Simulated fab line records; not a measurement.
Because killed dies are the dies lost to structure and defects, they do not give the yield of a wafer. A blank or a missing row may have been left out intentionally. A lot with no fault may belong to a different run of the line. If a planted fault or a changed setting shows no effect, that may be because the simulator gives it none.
Which tool did it? ; flow n5_finfet ; 9 lots, 27 wafers sampled, at 5 steps of a route of 1938

== WHAT THE GAUGES SHOWED, per wafer ==
N5_BEOL_M4_RC_MEAS_101.
lot;measured;on;DIBL_N (mV/V)
L722;day 8 20:23;prober-02;33.8 33.5 33.9
L727;day 11 00:04;prober-02;34.9 34.8 34.8
L728;day 10 22:23;prober-01;36.2 37.4 36.8
L730;day 11 07:58;prober-02;38.2 37.6 36.9
L732;day 11 09:10;prober-01;34.3 35.1 34.8
L733;day 12 10:53;prober-02;36.3 36.9 38.0
L739;day 13 17:34;prober-01;36.5 35.8 36.4
L740;day 13 17:28;prober-02;36.1 36.2 35.4
L743;day 14 22:47;prober-02;35.3 35.2 35.9

== WHAT TOOL EACH LOT RAN ON (gives the tool, then ch and the chambers of the sampled wafers, and finally the start) ==
lot;N5_FIN_SAQP_HM_OPEN_73;N5_FIN_SAQP_ETCH_57;N5_FIN_SAQP_ETCH_65;N5_FIN_SAQP_RECESS_63
L722;rie_diel-05 ch 0,1,2, day 2 11:08;rie_diel-02 ch 0,1,3, day 2 13:07;rie_si-06 ch 2,3, day 2 13:14;vapor_etch-02 ch 0,1, day 2 13:22
L727;rie_diel-04 ch 1,2,3, day 3 16:16;rie_diel-05 ch 0,1,3, day 3 18:10;rie_si-02 ch 0,2,3, day 3 18:16;vapor_etch-02 ch 0,1, day 3 18:23
L728;rie_diel-02 ch 0,1,2, day 3 22:39;rie_diel-04 ch 1,2, day 4 00:37;rie_si-05 ch 0,2,3, day 4 00:43;vapor_etch-01 ch 0,1, day 4 00:50
L730;rie_diel-02 ch 0,1,2, day 4 09:58;rie_diel-04 ch 1,2, day 4 11:50;rie_si-02 ch 0,2, day 4 11:57;vapor_etch-01 ch 0,1, day 4 12:04
L732;rie_diel-05 ch 0,2, day 5 02:02;rie_diel-02 ch 0,2, day 5 05:55;rie_si-02 ch 1,3, day 5 06:02;vapor_etch-01 ch 0, day 5 06:08
L733;rie_diel-04 ch 1,2, day 5 06:10;rie_diel-04 ch 1,2, day 5 08:43;rie_si-02 ch 2,3, day 5 08:49;vapor_etch-01 ch 0,1, day 5 08:56
L739;rie_diel-04 ch 2,3, day 6 15:52;rie_diel-02 ch 0,1, day 6 17:45;rie_si-05 ch 1,3, day 6 17:52;vapor_etch-02 ch 0,1, day 6 18:05
L740;rie_diel-02 ch 0,1,3, day 6 21:35;rie_diel-05 ch 0,1,3, day 6 23:35;rie_si-05 ch 0,1,2, day 6 23:42;vapor_etch-01 ch 0,1, day 6 23:49
L743;rie_diel-02 ch 1,3, day 7 16:27;rie_diel-05 ch 0,2,3, day 7 18:26;rie_si-06 ch 0,2, day 7 18:33;vapor_etch-02 ch 0,1, day 7 18:40
- N5_FIN_SAQP_HM_OPEN_73: chemistry CHF3/O2, target SiO2, stops on a-Si, target depth 12 nm, time 16.8 s.
- N5_FIN_SAQP_ETCH_57: etches SiNx in CH3F/O2, target depth 32.5 nm, time 46.4 s.
- N5_FIN_SAQP_ETCH_65: etches SiO2 in CF4, target depth 4 nm, time 4.4 s.
- N5_FIN_SAQP_RECESS_63: chemistry HF/NH3, target SiO2, target depth 18 nm, afs cycles 3, sublimation time 60 s.

== THE ANSWER, worked out from the rows above alone ==
Rule: the lots themselves supply what counts as usual. The widest of any qualifying gaps counts: lots, ordered by their means at a reading, are off when they make up no more than a third of the lots, leave a main group of 4 or more, and stand apart from it by 3 or more times the standard deviation of that group's means. A main group is skipped when, at the precision printed for the reading in the tables above, its means are all equal. Also off: a lot with no number at a reading for which 4 or more lots have one. The other lots that the step has rows for count as sound.
Nothing can be told from this: no lot is off at any reading shown.

== WHAT THE SIMULATOR PUT IN ==
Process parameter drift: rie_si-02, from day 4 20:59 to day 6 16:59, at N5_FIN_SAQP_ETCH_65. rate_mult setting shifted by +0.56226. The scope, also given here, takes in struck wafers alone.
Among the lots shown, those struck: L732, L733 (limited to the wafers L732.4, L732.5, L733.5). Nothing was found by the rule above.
